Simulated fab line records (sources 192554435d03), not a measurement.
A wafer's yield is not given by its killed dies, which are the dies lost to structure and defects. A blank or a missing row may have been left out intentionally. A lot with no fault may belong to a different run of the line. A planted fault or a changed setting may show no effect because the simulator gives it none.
Lot-split experiment    flow n5 finfet    on a route of 1938 steps: 7 lots, 21 wafers read

== SPLIT DETAILS ==
At N5_BEOL_M2_DESCUM_33 (chemistry O2, time 7 s), the setting time s was moved away from the recipe's 7 s on 8 of the 21 wafers read, by -14.8% to +20.3%. This setting was run at the recipe's value on the other wafers.

No step appears in the file between the split and the reading.

== THE READING ==
CAR-EUV_of_BEOL_M2_COAT_22.thk nm (the simulator's own value, which no gauge read), in nm, at N5_BEOL_M2_ETCH_77 (etches underlayer in N2/H2, target depth 6.5 nm, time 5.2 s). The file gives no usual value for it. The 13 wafers here that ran the recipe average 20.4 nm, standard deviation 0.11 nm.

wafer   tool, chamber at the split  time s as run, s  against the recipe  CAR-EUV_of_BEOL_M2_COAT_22.thk nm, nm  against lot-mates on the recipe
L075.1  rie diel-06, 3              7                 recipe              20.4                                   -
L075.4  rie diel-06, 0,3            7                 recipe              20.4                                   -
L075.6  rie diel-06, 0,3            7                 recipe              20.4                                   -
L079.1  rie diel-06, 0,3,1          7                 recipe              20.2                                   -
L079.2  rie diel-06, 0,3,1          7                 recipe              20.4                                   -
L079.5  rie diel-06, 0,3,1          7                 recipe              20.4                                   -
L084.3  rie diel-01, 0              8.419             +20.3%              19.8                                   -0.8
L084.4  rie diel-01, 1,2            7                 recipe              20.6                                   -
L084.6  rie diel-01, 1,2            7                 recipe              20.6                                   -
L085.2  rie diel-02, 1,3,1          6.194             -11.5%              20.8                                   no lot-mate on the recipe
L085.5  rie diel-02, 1,3,1          6.194             -11.5%              20.8                                   no lot-mate on the recipe
L085.6  rie diel-02, 1,3,1          6.194             -11.5%              20.8                                   no lot-mate on the recipe
L086.2  rie diel-01, 0,1            7.753             +10.8%              20                                     -0.4
L086.5  rie diel-01, 0,1            7.753             +10.8%              20                                     -0.4
L086.3  rie diel-01, 3              7                 recipe              20.4                                   -
L088.2  rie diel-02, 2,3            5.966             -14.8%              20.8                                   +0.4
L088.4  rie diel-02, 2,3            5.966             -14.8%              20.8                                   +0.4
L088.3  rie diel-02, 3              7                 recipe              20.4                                   -
L090.2  rie diel-01, 1,2,2          7                 recipe              20.6                                   -
L090.4  rie diel-01, 1,2,2          7                 recipe              20.4                                   -
L090.6  rie diel-01, 1,2,2          7                 recipe              20.4                                   -
Rows listing several chambers each stand for several wafers; the file does not say which wafer went through which chamber.

THE FIT
A straight line over all 21 wafers: CAR-EUV_of_BEOL_M2_COAT_22.thk nm changes by -0.0312 nm for each +1% of time s; r = -0.94; the points scatter about the line by 0.097 nm.
The same after taking each lot's own level away (the mean of its wafers on the recipe; 18 wafers): -0.0337 nm for each +1%; r = -0.97; scatter 0.071 nm.
Per that fit: largest time s move, reading shift of 0.68 nm.
Across the lots, their own levels run from 20.33 to 20.60 nm, a range of 2.5 times the standard deviation given above.
So the lot-to-lot level changes the slope little: the two slopes agree.
Check: for one of the wafers moved furthest among these (+20.3%), held out of the fit, the line's prediction against its lot-mates is -0.638 nm. Against them it came out at -0.8 nm.

== THE OTHER SPLITS THESE WAFERS WENT THROUGH ==
These wafers also went through other splits before the reading. Each is held against what the fit with the lots' levels taken away leaves over:
other split on the same wafers     wafers away from the commonest value  r with CAR-EUV_of_BEOL_M2_COAT_22.thk nm (lot level and that fit taken away)
N5_BEOL_M0_SAQP_EXPOSE_37 dose mj  6                                     +0.11
N5_BEOL_M0_SAQP_DESCUM_45 time s   4                                     +0.33
N5_BEOL_M1_COAT_22 spin rpm        9                                     -0.01
N5_BEOL_M1_ALD_98 ald cycles       8                                     -0.21
N5_BEOL_M1_DEP_57 time s           6                                     +0.08
N5_BEOL_M2_ILD_DEP_00 time s       4                                     -0.12

== THE WHOLE CHAIN: every reading that the file lists as answering this split, in the file's order ==
step                  what it does                                                 reading                                                                             change (the file's fit)                 r (the file's)
N5_BEOL_M2_DESCUM_33  chemistry O2, time 7 s                                       CAR-EUV_of_BEOL_M2_COAT_22.thk nm (the simulator's own value, which no gauge read)  -0.0326 nm for each +1% of the setting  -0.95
N5_BEOL_M2_ETCH_77    etches underlayer in N2/H2, target depth 6.5 nm, time 5.2 s  CAR-EUV_of_BEOL_M2_COAT_22.thk nm (the simulator's own value, which no gauge read)  -0.0355 nm for each +1% of the setting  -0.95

== THE FILE'S OWN FIT ==
CAR-EUV_of_BEOL_M2_COAT_22.thk nm changes by -0.0355 nm for each +1% of time s, r = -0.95.
